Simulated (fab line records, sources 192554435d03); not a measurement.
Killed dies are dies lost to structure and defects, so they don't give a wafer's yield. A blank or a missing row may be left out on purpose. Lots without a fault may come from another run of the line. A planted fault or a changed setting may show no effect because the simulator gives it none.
Chamber matching | flow n5_finfet | N5_BEOL_M1_ETCH_69 on rie_diel-04: 4 sister chambers
The step etches SiARC in CF4, target depth 15.6 nm, time 26 s. 4 wafers are shown with their chamber, then 9 later ones without.

WAFERS WITH THEIR CHAMBER
wafer  | chamber | showerhead_plenum_p_Torr (Torr)
L089.5 | 3       | 2.19
L091.3 | 0       | 2.13
L091.4 | 2       | 2.18
L091.6 | 1       | 2.09

WAFERS WITHOUT THEIR CHAMBER
wafer  | showerhead_plenum_p_Torr (Torr)
L090.1 | 2.19
L090.3 | 2.09
L090.5 | 2.18
L093.3 | 2.19
L093.4 | 2.13
L093.6 | 2.08
L096.1 | 2.08
L096.5 | 2.13
L096.6 | 2.18

WHICH CHAMBER EACH WENT THROUGH
wafer  | from the rows above | in truth
L090.1 | 3                   | 3
L090.3 | 1                   | 1
L090.5 | 2                   | 2
L093.3 | 3                   | 3
L093.4 | 0                   | 0
L093.6 | 1                   | 1
L096.1 | 1                   | 1
L096.5 | 0                   | 0
L096.6 | 2                   | 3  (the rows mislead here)
Placed correctly: 8 of 9. Can't be placed from these rows: 0. Placed wrongly: 1.
How it was worked out, from the rows above alone: a wafer's distance from a chamber is the root of the sum, over the readings, of the square of ((its reading less the chamber's mean) divided by the reading's scatter). The wafer belongs to the nearest chamber; if the next one is less than 2 further off, it can't be placed. A chamber's mean is the mean of its shown wafers. The scatter: with one shown wafer a chamber, the root of the mean of the squares of how far each hidden wafer lies from its nearest shown one.
